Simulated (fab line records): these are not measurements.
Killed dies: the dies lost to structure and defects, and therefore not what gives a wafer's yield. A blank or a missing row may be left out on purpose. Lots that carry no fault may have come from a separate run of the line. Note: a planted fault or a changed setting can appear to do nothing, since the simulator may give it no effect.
Matching of chambers    flow n5Finfet    N5_FIN_CUT_STRIP_22 on rieDiel-01 has 4 sister chambers
The step strips in N2/H2. 14 wafers are shown with their chamber, then 7 later ones without.

EACH WAFER AND ITS CHAMBER
wafer   chamber  showerheadPlenumPTorr (Torr)  throttleValvePct (%)  oesProductAu (a.u.)
L075.1  1        3.48                          19.34                 0.73
L075.4  2        3.17                          18.78                 0.72
L075.6  2        3.17                          18.78                 0.73
L076.2  0        3.46                          19.02                 0.92
L076.3  3        3.41                          18.63                 0.92
L076.6  3        3.42                          18.60                 0.93
L077.2  2        3.17                          18.71                 0.73
L077.3  1        3.48                          19.27                 0.73
L077.4  3        3.41                          18.64                 0.91
L088.3  0        3.44                          19.10                 0.89
L088.5  0        3.44                          19.07                 0.89
L088.6  3        3.41                          18.68                 0.89
L090.1  2        3.16                          18.78                 0.70
L090.3  3        3.41                          18.62                 0.88

SIGNATURES, as means of the wafers listed above
reading                chamber 0  chamber 1  chamber 2  chamber 3  scatter within a chamber
showerheadPlenumPTorr  3.4467     3.4800     3.1675     3.4120     0.00649
throttleValvePct       19.0633    19.3050    18.7625    18.6340    0.0359
oesProductAu           0.9000     0.7300     0.7200     0.9060     0.0171
Rule: for a wafer and a chamber, the distance is found by dividing, reading by reading, the gap between the wafer's reading and the chamber's mean by the reading's scatter, squaring, summing and taking the root. The wafer belongs to the nearest chamber; if the next one is less than 2 further off, it can't be placed. The scatter is the square root of a quotient: the sum, over the shown wafers, of each reading's squared deviation from its chamber's mean, divided by wafers minus chambers.

WAFERS WITHOUT THEIR CHAMBER
wafer   showerheadPlenumPTorr (Torr)  throttleValvePct (%)  oesProductAu (a.u.)
L090.6  3.47                          19.37                 0.71
L093.1  3.47                          19.40                 0.70
L093.3  3.44                          19.08                 0.87
L093.5  3.40                          18.68                 0.88
L096.3  3.44                          19.06                 0.86
L096.4  3.46                          19.39                 0.71
L096.5  3.44                          19.05                 0.87

WHICH CHAMBER EACH WENT THROUGH
wafer   from the rows above  in truth
L090.6  1                    1
L093.1  1                    1
L093.3  0                    0
L093.5  3                    3
L096.3  0                    0
L096.4  1                    1
L096.5  0                    0
Placed correctly: 7 of 7. From these rows, 0 cannot be placed. Wrongly placed: 0.
